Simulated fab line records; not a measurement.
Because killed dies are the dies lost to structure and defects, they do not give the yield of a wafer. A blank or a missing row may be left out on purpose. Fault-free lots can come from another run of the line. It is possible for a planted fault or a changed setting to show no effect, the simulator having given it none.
fab line records	flow n5_finfet
[record] lots = 8	wafers = 20	last_day = 17
route steps=1938 shown BEOL_M8@1376 BEOL_M15@1830 PASSIVATION@1936
lots that met no fault: taken from a fault-free run of the same line
start_h: hours from the record's first day to the start of the lot's first wafer shown	wait_h: hours elapsed since this lot's preceding step	" as in the row above	L1.1+2: a row that stands for several wafers	- no value, or no start given	* or withheld: withheld	< > ~ a bound
route shown NAME@n: names a module that has steps shown in the file, with the first one's number in the route	usual: mean and standard deviation over wafers with no fault	same: alike in all rows	chamber/n: place in a boat	sites: per-site readings	_std_site: the standard deviation of these	_edge_site: outer sites' mean less inner sites'	radius_mm: how far each site lies from the wafer's centre	mask NAME#n: copy n	behind: the tool/chamber that last shaped the wafer	hold: reason for holding the lot/hours on hold/outcome of the hold	device: the transistor (n, p or np) that didn't switch	end of line: the route-end tests of the same wafers	step lacking rows: just its recipe	killed: dies lost to structure and defects at the first sort, not the wafer's yield	map: a wafer's dies, marking killed ones x, the rest . and places with no die _
set.NAME: the setting that was run; set.NAME@STEP: the one run at that earlier step	model.NAME: the simulator's own value behind a step, which no gauge read
a sample of lots followed through the steps of the route, with each step as a table and each wafer as a row
services: when a tool's chamber went out of use (start_h, in hours from the record's first day, below 0 if earlier), for how many hours, and the reason
[[steps]]
[step N5_BEOL_M8_STRIP_36]
[recipe] chemistry = N2/H2	power_w = 450	temp_c = 40	pressure_mtorr = 20	rf_frequency_hz = 6e+07	overash_fraction = 0.3	bias_power_w = 7	h2_frac = 0.5	n2_flow_sccm = 200	h2_flow_sccm = 200
[usual] drypump_motor_current_A = 5.6/0.41	oes_product_au = 0.81/0.083	rf_vpp_V = 59.3/1.5	showerhead_plenum_p_Torr = 2.53/0.06	throttle_valve_pct = 23.8/0.36
lot.wafer	tool	chamber	start_h	wait_h	drypump_motor_current_A	oes_product_au	rf_hours_counter_h	rf_vpp_V	showerhead_plenum_p_Torr	throttle_valve_pct
L416.4	rie_diel-05	0	215.77	0.0	6.0	0.71	-	59.4	2.42	23.6
L416.5	"	1	"	"	5.3	0.89	-	58.4	2.62	24.3
L416.6	"	2	"	"	5.3	0.74	-	58.8	2.57	24.1
L418.2	rie_diel-03	3	223.19	0.0	5.5	0.87	42	59.8	2.59	24.1
L418.3	"	1	"	"	6.3	0.80	95	61.0	2.56	23.7
L418.6	"	0	"	"	5.8	0.95	-	59.5	2.50	23.3
L420.2	rie_diel-05	3	231.68	0.0	5.8	0.70	196	59.9	2.51	23.7
L420.5	"	2	"	"	5.3	0.72	-	60.6	2.57	24.1
L420.6	"	1	"	"	5.3	0.89	-	58.7	2.61	24.4
L422.1	rie_diel-03	0	245.58	0.0	5.8	0.93	18	58.4	2.49	23.3
L422.2	"	1	"	"	6.3	0.80	107	60.2	2.56	23.8
L423.3	rie_diel-05	0	264.09	0.0	6.0	0.70	215	60.0	2.41	23.6
L423.6	"	3	"	"	5.8	0.70	-	59.7	2.50	23.8
L424.3	rie_diel-03	2	287.33	0.0	5.3	0.94	15	59.5	2.59	23.3
L424.4	"	0	"	"	5.8	0.89	32	60.5	2.49	23.3
L432.1	rie_diel-04	2	304.63	0.0	5.5	0.83	70	61.7	2.48	24.1
L432.3	"	1	"	"	5.3	0.80	92	59.5	2.49	24.2
L432.4	"	0	"	"	4.8	0.78	120	56.2	2.52	23.2
L435.5	rie_diel-04	3	334.72	0.0	6.3	0.88	-	58.2	2.60	23.8
L435.6	"	2	"	"	5.5	0.82	-	59.9	2.48	24.0
[step N5_BEOL_M8_ETCH_41]
[recipe] chemistry = CH3F/O2	target = SiCN	target_depth_a = 319	taper_deg = 2	time_s = 57.8	ion_energy_ev = 120	mask_material = TiN	pressure_mtorr = 30	source_w = 395	bias_w = 75	Ar_flow_sccm = 150	CH3F_flow_sccm = 30	O2_flow_sccm = 20
[usual] CH3F_flow_sccm = 30.00/0.087	drypump_motor_current_A = 5.6/0.41	mfc_ar_sccm = 150.0/0.53	oes_product_au = 0.81/0.087	rf_vpp_V = 297.1/1.3	showerhead_plenum_p_Torr = 1.98/0.049	throttle_valve_pct = 16.34/0.18
lot.wafer	tool	chamber	start_h	wait_h	CH3F_flow_sccm	drypump_motor_current_A	mfc_ar_sccm	oes_product_au	rf_hours_counter_h	rf_vpp_V	showerhead_plenum_p_Torr	throttle_valve_pct
L416.4	rie_diel-05	0	-	-	30.06	6.0	150.3	0.70	-	296.8	1.89	16.37
L416.5	"	1	"	"	30.06	5.3	149.8	0.90	-	298.4	2.05	16.44
L416.6	"	2	"	"	29.86	5.3	150.4	0.74	-	297.1	2.00	16.26
L418.2	rie_diel-03	3	-	-	30.05	5.5	150.4	0.89	42	298.5	2.04	16.26
L418.3	"	1	"	"	29.98	6.3	150.5	0.80	95	296.2	2.01	16.32
L418.6	"	0	"	"	29.93	5.8	150.7	0.94	-	296.9	1.97	16.09
L420.2	rie_diel-05	3	-	-	30.03	5.8	150.6	0.69	196	297.8	1.98	16.70
L420.5	"	2	"	"	29.98	5.3	149.8	0.73	-	295.8	2.00	16.26
L420.6	"	1	"	"	30.05	5.2	150.3	0.89	-	296.3	2.05	16.44
L422.1	rie_diel-03	0	-	-	29.92	5.8	150.0	0.91	18	295.5	1.97	16.12
L422.2	"	1	"	"	29.91	6.3	150.0	0.79	107	297.2	2.01	16.33
L423.3	rie_diel-05	0	-	-	29.88	6.0	149.8	0.68	215	295.2	1.88	16.41
L423.6	"	3	"	"	29.96	5.8	150.2	0.68	-	296.4	1.98	16.69
L424.3	rie_diel-03	2	-	-	30.07	5.4	149.4	0.96	15	299.4	2.03	16.12
L424.4	"	0	"	"	29.82	5.8	150.3	0.88	32	297.2	1.96	16.13
L432.1	rie_diel-04	2	-	-	29.83	5.5	150.1	0.84	70	295.6	1.93	16.36
L432.3	"	1	"	"	30.06	5.3	149.0	0.80	92	295.9	1.95	16.59
L432.4	"	0	"	"	29.78	4.8	150.0	0.80	120	297.4	2.01	16.28
L435.5	rie_diel-04	3	-	-	30.05	6.3	149.9	0.91	-	298.9	2.03	16.01
L435.6	"	2	"	"	29.96	5.5	150.9	0.83	-	296.2	1.92	16.37
[step N5_BEOL_M8_PRE_CLEAN_45]
[recipe] gas = H2/He	time_s = 30	temp_c = 250
[usual] heater_power_w = 332/23
lot.wafer	tool	chamber	start_h	wait_h	heater_power_w
L416.4	pvd_sputter-03	-	216.67	0.0	363
L416.5	"	-	"	"	329
L416.6	"	-	"	"	326
L418.2	pvd_sputter-01	-	224.20	0.0	312
L418.3	"	-	"	"	317
L418.6	"	-	"	"	316
L420.2	pvd_sputter-03	-	233.69	0.0	321
L420.5	"	-	"	"	328
L420.6	"	-	"	"	354
L422.1	pvd_sputter-02	-	246.53	0.0	343
L422.2	"	-	"	"	299
L423.3	pvd_sputter-02	-	266.89	0.0	340
L423.6	"	-	"	"	290
L424.3	pvd_sputter-02	-	288.98	0.0	287
L424.4	"	-	"	"	355
L432.1	pvd_sputter-03	-	305.52	0.0	358
L432.3	"	-	"	"	320
L432.4	"	-	"	"	331
L435.5	pvd_sputter-02	-	336.00	0.0	345
L435.6	"	-	"	"	288
[step N5_BEOL_M8_ALD_77]
[recipe] material = TaN	target_thk_a = 20	temp_c = 275	ald_precursor_family = PDMAT	ald_co_reactant = NH3	pressure_torr = 3	carrier_flow_sccm = 1500	pulse_time_s = 2	purge_time_s = 3	co_reactant_purge_time_s = 2	co_reactant_pulse_time_s = 3	ald_cycles = 40	precursor_vessel_temp_c = 75	precursor_vessel_pressure_torr = 26.25	precursor_vessel_carrier_sccm = 1000
[usual] ald_cycles = 40/0	heater_power_w = 414/21
[same] co_reactant_purge_time_s = 2
lot.wafer	tool	chamber	start_h	wait_h	ald_cycles	heater_power_w
L416.4	ald_metal-04	2	216.73	0.0	40	352
L416.5	"	0	"	"	40	407
L416.6	"	1	"	"	40	402
L418.2	ald_metal-03	3	224.48	0.3	40	451
L418.3	"	0	"	"	40	414
L418.6	"	1	"	"	40	417
L420.2	ald_metal-01	0	233.75	0.0	40	390
L420.5	"	1	"	"	40	401
L420.6	"	0	"	"	40	392
L422.1	ald_metal-03	2	246.59	0.0	40	422
L422.2	"	0	"	"	40	409
L423.3	ald_metal-01	2	266.95	0.0	40	421
L423.6	"	2	"	"	40	411
L424.3	ald_metal-01	3	289.04	0.0	72	414
L424.4	"	2	"	"	72	407
L432.1	ald_metal-01	0	305.58	0.0	40	380
L432.3	"	1	"	"	72	408
L432.4	"	2	"	"	72	416
L435.5	ald_metal-03	2	336.19	0.2	40	432
L435.6	"	3	"	"	40	441
[step N5_BEOL_M8_CMP_52]
[recipe] stop_on = SiCOH_lowk	t_overpolish_s = 6.9	down_force_psi = 1	platen_rpm = 50	clearing_platen_down_force_psi = 1.5	clearing_platen_rpm = 50	post_cmp_clean = cu_alkaline	target_thk_nm = 80	clearing_platen_pad_velocity_m_s = 0.99484	pad_velocity_m_s = 0.99484
[usual] barrier_field_endpoint_s = 29.4/0.97	motor_current_A = 6.4/0.64
lot.wafer	tool	chamber	start_h	wait_h	barrier_field_endpoint_s	motor_current_A
L416.4	cmp-01	3	218.58	0.1	30.3	6.5
L416.5	"	3	"	"	30.0	6.6
L416.6	"	0	"	"	28.4	6.1
L418.3	cmp-01	0	225.97	0.2	28.6	6.4
L418.2	"	2	"	"	27.6	5.5
L418.6	"	0	"	"	27.9	6.4
L420.2	cmp-01	1	234.81	0.2	27.4	7.3
L420.5	"	0	"	"	27.0	6.7
L420.6	"	1	"	"	27.7	7.7
L422.2	cmp-04	1	247.87	0.3	29.8	6.8
L422.1	"	2	"	"	29.4	5.9
L423.3	cmp-01	1	268.49	0.2	28.9	7.2
L423.6	"	2	"	"	29.7	5.4
L424.3	cmp-01	3	290.13	0.2	32.3	6.9
L424.4	"	1	"	"	32.7	7.2
L432.4	cmp-04	1	307.60	0.2	32.6	6.6
L432.1	"	2	"	"	30.2	6.4
L432.3	"	3	"	"	33.0	6.0
L435.6	cmp-04	3	338.02	0.2	28.9	6.4
L435.5	"	0	"	"	30.6	6.2
[step N5_BEOL_M15_RC_MEAS_101]
[usual] COMB_M10 = 1.6e-11/3e-12	COMB_M11 = 1.6e-11/3.2e-12	COMB_M12 = 7.3e-12/1.3e-12	COMB_M13 = 5.8e-12/1.1e-12	COMB_M14 = 4.7e-12/8.9e-13	COMB_M15 = 3.5e-12/6.2e-13	COMB_M5 = 3.8e-11/7.7e-12	COMB_M5_max_site = 5.5e-11/1.3e-11	COMB_M6 = 2.6e-11/4.8e-12	COMB_M7 = 2.7e-11/5e-12	COMB_M8 = 2.7e-11/5.6e-12	COMB_M9 = 1.6e-11/2.6e-12	COMB_M9_max_site = 2.3e-11/4.1e-12	SERP_M10 = 3.05/0.12	SERP_M10_max_site = 3.14/0.13	SERP_M11 = 3.04/0.11	SERP_M12 = 0.637/0.023	SERP_M13 = 0.306/0.01	SERP_M14 = 0.161/0.0057	SERP_M5 = 38.7/2.1	SERP_M6 = 13.7/0.79	SERP_M7 = 13.9/0.65	SERP_M8 = 13.9/0.85	SERP_M8_max_site = 14.5/0.89	SERP_M9 = 3.08/0.11
lot.wafer	tool	chamber	start_h	wait_h	COMB_M10[S/m]	COMB_M11[S/m]	COMB_M12[S/m]	COMB_M13[S/m]	COMB_M14[S/m]	COMB_M15[S/m]	COMB_M5[S/m]	COMB_M5_max_site[S/m]	COMB_M6[S/m]	COMB_M7[S/m]	COMB_M8[S/m]	COMB_M9[S/m]	COMB_M9_max_site[S/m]	SERP_M10[ohm/um]	SERP_M10_max_site[ohm/um]	SERP_M11[ohm/um]	SERP_M12[ohm/um]	SERP_M13[ohm/um]	SERP_M14[ohm/um]	SERP_M5[ohm/um]	SERP_M6[ohm/um]	SERP_M7[ohm/um]	SERP_M8[ohm/um]	SERP_M8_max_site[ohm/um]	SERP_M9[ohm/um]
L416.4	prober-01	0	264.03	0.5	1.4e-11	1.5e-11	6.4e-12	5.8e-12	5e-12	3.5e-12	3.1e-11	4.5e-11	2.4e-11	2.1e-11	3e-11	1.61e-11	2.8e-11	3.16	3.28	3.23	0.682	0.313	0.154	38.5	13.6	13.7	13.8	14.7	3.09
L416.5	"	0	"	"	1.7e-11	1.3e-11	7.9e-12	6.8e-12	4.4e-12	4.2e-12	3e-11	4.3e-11	2.6e-11	2.3e-11	2.5e-11	1.76e-11	2.1e-11	3.15	3.21	3.03	0.645	0.320	0.164	37.3	12.7	14.7	13.6	14.0	3.14
L416.6	"	0	"	"	1.9e-11	1.6e-11	8.7e-12	5.9e-12	4.3e-12	3.6e-12	5.1e-11	6.9e-11	2.7e-11	3.2e-11	2.1e-11	1.9e-11	2.5e-11	2.93	2.96	3.12	0.667	0.307	0.154	39.5	14.1	13.8	15.7	16.3	3.07
L418.2	prober-01	0	269.72	0.2	1.2e-11	1.5e-11	7.9e-12	7.5e-12	4.1e-12	4.4e-12	5e-11	6.3e-11	2.5e-11	3.1e-11	3.2e-11	1.36e-11	1.7e-11	3.28	3.34	3.26	0.625	0.320	0.149	38.3	13.9	12.7	13.3	13.8	3.08
L418.3	"	0	"	"	1.7e-11	1.5e-11	6.3e-12	7.1e-12	5.7e-12	4.8e-12	3.1e-11	4.6e-11	2.3e-11	2.4e-11	3.2e-11	1.62e-11	1.9e-11	3.25	3.39	3.09	0.634	0.322	0.154	42.8	11.9	15.4	13.9	14.5	3.33
L418.6	"	0	"	"	2e-11	2.3e-11	8e-12	6.7e-12	5.5e-12	4.5e-12	4.7e-11	6.4e-11	2.4e-11	2.2e-11	3.8e-11	1.42e-11	2.2e-11	3.36	3.40	3.24	0.645	0.312	0.168	41.1	13.8	13.8	13.9	14.3	3.21
L420.2	prober-02	0	287.78	0.2	1.7e-11	1.8e-11	5.6e-12	5.1e-12	3.8e-12	3.4e-12	3.7e-11	5.4e-11	3.1e-11	2.2e-11	2.5e-11	2.05e-11	2.7e-11	3.14	3.19	2.94	0.660	0.313	0.160	37.6	14.5	13.5	13.8	14.3	3.08
L420.5	"	0	"	"	1.6e-11	1.3e-11	6.3e-12	4.6e-12	4.1e-12	2.9e-12	3.3e-11	3.8e-11	2.9e-11	2.5e-11	3e-11	1.35e-11	1.6e-11	2.95	3.04	3.02	0.638	0.300	0.159	41.9	14.4	13.4	14.6	14.9	3.18
L420.6	"	0	"	"	1.5e-11	2.1e-11	6.8e-12	5.6e-12	3.1e-12	4.4e-12	4e-11	6.8e-11	1.8e-11	2.1e-11	2.4e-11	1.57e-11	2.6e-11	3.07	3.13	2.95	0.677	0.311	0.156	40.5	14.2	14.6	13.0	13.6	3.02
L422.1	prober-01	0	299.26	0.0	1.5e-11	2.5e-11	7.3e-12	4.7e-12	6.5e-12	3.6e-12	3.4e-11	5.7e-11	3e-11	3.5e-11	3.8e-11	1.56e-11	2e-11	3.01	3.06	3.23	0.654	0.295	0.158	39.6	14.4	15.0	13.9	14.5	3.16
L422.2	"	0	"	"	2e-11	1.9e-11	6e-12	5.6e-12	4.9e-12	3.9e-12	4.4e-11	5.8e-11	2.4e-11	2.8e-11	2.4e-11	1.81e-11	2e-11	3.08	3.14	3.14	0.604	0.298	0.157	37.9	13.5	14.3	13.9	14.8	3.08
L423.3	prober-02	0	314.02	0.3	1.1e-11	1.8e-11	5e-12	5.2e-12	3.5e-12	2.9e-12	2.6e-11	5.4e-11	2.9e-11	2.8e-11	2.6e-11	1.45e-11	2e-11	3.02	3.18	3.00	0.610	0.309	0.158	42.2	13.0	13.4	14.2	14.5	3.00
L423.6	"	0	"	"	1.2e-11	1.6e-11	6.7e-12	6.9e-12	4.1e-12	2.4e-12	3.1e-11	3.6e-11	2.4e-11	2.3e-11	2.8e-11	1.72e-11	2.2e-11	3.06	3.16	2.97	0.620	0.312	0.158	38.9	12.7	14.7	15.6	16.4	3.13
L424.3	prober-02	0	334.10	0.4	1.4e-11	1.6e-11	9.6e-12	4.7e-12	5.4e-12	2.7e-12	3.7e-11	8.5e-11	3e-11	2.5e-11	2.8e-11	1.44e-11	1.5e-11	3.17	3.26	3.04	0.649	0.302	0.156	41.8	13.1	14.4	15.2	15.7	2.93
L424.4	"	0	"	"	1.6e-11	1.5e-11	7.1e-12	5.6e-12	4.4e-12	2.8e-12	3.2e-11	6.3e-11	2.6e-11	3e-11	2.7e-11	1.65e-11	2.2e-11	2.91	2.98	3.03	0.638	0.302	0.159	38.5	13.1	14.7	17.2	17.3	3.12
L432.1	prober-01	0	362.99	0.0	1.6e-11	1.3e-11	6e-12	6.4e-12	5.5e-12	2.9e-12	4.3e-11	6.6e-11	2.8e-11	1.8e-11	2.6e-11	1.45e-11	2.4e-11	3.02	3.26	3.08	0.611	0.301	0.167	37.3	14.4	14.3	13.1	14.3	3.08
L432.3	"	0	"	"	1.6e-11	1.2e-11	7.3e-12	6.6e-12	5.3e-12	2.9e-12	2.8e-11	4e-11	3.4e-11	2.4e-11	2.7e-11	1.53e-11	2.2e-11	2.95	3.15	3.08	0.667	0.293	0.167	37.0	13.9	14.1	17.1	18.2	3.00
L432.4	"	0	"	"	1.3e-11	1.1e-11	6.4e-12	6.3e-12	4.7e-12	3.8e-12	4.5e-11	5.7e-11	1.8e-11	2.7e-11	2.3e-11	1.4e-11	1.7e-11	2.96	3.10	2.95	0.625	0.322	0.169	38.9	14.8	15.2	17.3	17.8	3.00
L435.5	prober-01	0	386.91	0.6	1.4e-11	9e-12	7e-12	4.9e-12	4.9e-12	3.3e-12	3.9e-11	5.8e-11	2.4e-11	2.6e-11	2.3e-11	1.86e-11	2.9e-11	3.08	3.19	3.02	0.622	0.325	0.165	39.5	14.3	14.5	12.2	13.0	3.05
L435.6	"	0	"	"	1.9e-11	9e-12	5.7e-12	6e-12	4.1e-12	3.2e-12	4.1e-11	6e-11	2.8e-11	3.2e-11	2.4e-11	1.24e-11	1.9e-11	3.03	3.07	3.00	0.573	0.294	0.169	39.4	13.5	12.7	13.6	14.1	2.98
// sites SERP_M8 radius_mm=0,75,75,75,75,140,140,140,140
L416.4 13.2 13.8 13.4 13.5 13.6 14.1 14.0 13.8 14.7
L418.2 13.0 13.8 13.4 13.4 13.6 13.3 12.1 12.6 12.8
L420.2 12.9 13.1 13.8 13.8 13.5 13.9 14.0 14.3 13.9
L422.1 13.9 13.8 13.5 14.5 13.5 13.9 13.5 14.1 13.9
L423.3 13.5 13.5 14.2 13.8 14.1 14.5 14.2 14.5 14.2
L424.3 15.0 15.0 15.3 15.5 15.0 15.1 15.7 15.2 15.6
L432.1 12.3 13.2 12.9 12.6 13.4 13.6 12.8 13.1 14.3
L435.5 11.7 11.9 12.1 12.2 12.2 12.6 12.8 13.0 12.2
[step N5_PASSIVATION_PROBE_49]
[usual] defect_limited_yield = 91.3/1.5	killed_at_M0_to_M3 = 33/12	killed_at_M4_up = 15/5.2	killed_at_contacts = 12/5.1	killed_at_front_end = 39/11	killed_at_other = 5/3.6	killed_dies = 103/18	killed_open = 67/13	killed_short = 33/7.8	sort_bin_5_function = 5.1/0.96	sort_bin_6_memory = 3.2/0.71	sort_bin_8_speed = 0.01/0.063	sort_n_pass = 1077/18	sort_yield_pct = 91.3/1.5
[same] gross_dies = 1180	killed_at_back_side = 0	sort_bin_4_leakage[%] = 0
lot.wafer	tool	chamber	start_h	wait_h	defect_limited_yield[%]	killed_at_M0_to_M3	killed_at_M4_up	killed_at_contacts	killed_at_front_end	killed_at_other	killed_dies	killed_open	killed_short	sort_bin_5_function[%]	sort_bin_6_memory[%]	sort_bin_8_speed[%]	sort_n_pass	sort_yield_pct[%]
L432.1	prober-01	-	379.17	0.0	89.4	34	11	16	60	4	125	64	38	5.1	3.2	0	1055	89.4
// killed by level:class
L432.1 HKMG_FIN:area_etch=23 MOL_CONTACT_COAG:geometric_particle:open=10 STI_FIN_REVEAL:geometric_particle:open=9 BEOL_M0_SAQP:geometric_particle:open=8 BEOL_M0_SAQP:geometric_particle:short=8 FIN_SAQP:geometric_particle:short=6 MOL_CONTACT_COAG:geometric_particle:short=6 GATE_CUT:geometric_particle:short=5
[[services]]
tool	chamber	start_h	hours	kind
rie_diel-04	2	205.62	6.8	repair
rie_diel-03	2	222.26	-	clean
rie_diel-03	2	222.26	-	consumable_replace:focus_ring
rie_diel-03	2	222.26	19.4	scheduled_down
rie_diel-03	2	222.26	19.4	vent_cycle
rie_diel-04	3	229.79	-	clean
rie_diel-04	3	229.79	-	consumable_replace:focus_ring
rie_diel-04	3	229.79	18.8	scheduled_down
cmp-01	-	248.37	4.8	pm
ald_metal-04	0	251.33	5.2	repair
rie_diel-05	3	257.16	2.8	repair
rie_diel-04	2	277.62	3.7	repair
cmp-01	-	277.89	4.0	pm
cmp-04	-	278.83	0.6	repair
cmp-01	-	281.89	-	consumable_replace:conditioner
cmp-01	-	281.89	-	consumable_replace:pad
cmp-04	-	288.10	4.0	pm
ald_metal-01	-	295.16	8.7	pm
pvd_sputter-01	-	301.73	2.1	repair
pvd_sputter-01	-	310.66	1.0	repair
rie_diel-05	-	312.87	0.5	repair
rie_diel-05	-	314.04	0.3	repair
pvd_sputter-01	-	328.15	1.8	repair
rie_diel-03	3	328.53	19.9	repair
[[key]]
[first_sign] step = N5_BEOL_M8_ALD_77	reading = ald_cycles	direction = up	sigmas = 99+	usual = *	struck = *
[effect] step = N5_BEOL_M8_CMP_52	reading = barrier_field_endpoint_s	direction = up	sigmas = 3.4	usual = 29.4	struck = 32.7
[effect] step = N5_BEOL_M15_RC_MEAS_101	reading = SERP_M8	direction = up	sigmas = 3.3	usual = 13.9	struck = 16.7
met_at N5_BEOL_M8_ALD_77
struck_lots L424,L432
struck_wafers L424.3,L424.4,L432.3,L432.4
[baseline_loss] step = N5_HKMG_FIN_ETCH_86	wafers = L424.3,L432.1
not_acting_at N5_BEOL_M8_STRIP_36,N5_BEOL_M8_ETCH_41,N5_BEOL_M8_PRE_CLEAN_45
onset_between 266.95 289.04
[fault] kind = process_parameter_drift	tool = ald_metal-01	chamber = -	onset_h = 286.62	steps = N5_BEOL_M8_ALD_77	channel = ald_cycles	offset = *	shape = step	end_h = 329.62	scope = struck_wafers_only	acts_in = *	stated = *
// baseline_loss: these wafers lose ten dies or more at that step, a loss of the line's own and not of a fault; the sort's usual values leave them out
